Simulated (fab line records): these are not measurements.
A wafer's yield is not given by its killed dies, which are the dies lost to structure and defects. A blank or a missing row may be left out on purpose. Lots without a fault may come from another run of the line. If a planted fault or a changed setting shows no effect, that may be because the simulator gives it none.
Which tool is to blame? | flow n5 finfet | 12 lots (36 wafers sampled), 1 step of a 1938-step route

== WHAT THE GAUGES SHOWED, per wafer ==
N5_BEOL_M1_OVL_MEAS_29.
lot  | measured     | on         | V0_OVL (nm)
L075 | day 6 16:37  | overlay-02 | 1.4 1.1 1.2
L077 | day 6 23:31  | overlay-02 | 1.1 -0.1 0.4
L079 | day 7 10:11  | overlay-02 | 1.2 0.2 0.3
L081 | day 7 22:49  | overlay-02 | -0.2 0.0 0.5
L083 | day 8 05:56  | overlay-02 | -0.7 -1.8 0.6
L085 | day 9 03:31  | overlay-01 | 0.9 0.5 0.9
L088 | day 9 14:57  | overlay-01 | 0.6 -0.5 0.4
L089 | day 10 03:04 | overlay-01 | 2.0 0.9 0.6
L092 | day 10 10:40 | overlay-01 | 0.1 0.5 0.2
L093 | day 10 22:30 | overlay-02 | 1.6 1.7 1.4
L095 | day 11 08:38 | overlay-02 | 0.3 0.2 -0.9
L097 | day 11 23:51 | overlay-02 | 0.4 0.1 0.5

== TOOL THAT RAN EACH LOT (tool first, then ch and the chambers of the sampled wafers, then the start) ==
No process step before these readings appears in the record.

== THE ANSWER, worked out from the rows above alone ==
Rule: what is usual is taken from the lots themselves. The widest of any qualifying gaps counts: lots, ordered by their means at a reading, are off when they make up no more than a third of the lots, leave a main group of 4 or more, and stand apart from it by 3 or more times the standard deviation of that group's means. A main group is skipped when, at the precision printed for the reading in the tables above, its means are all equal. Also off: a lot with no number at a reading for which 4 or more lots have one. Where the step has rows for the other lots, those lots are counted as sound.
No lot is off on any of the readings shown, so nothing can be concluded from this.

== WHAT HAD BEEN PUT IN BY THE SIMULATOR ==
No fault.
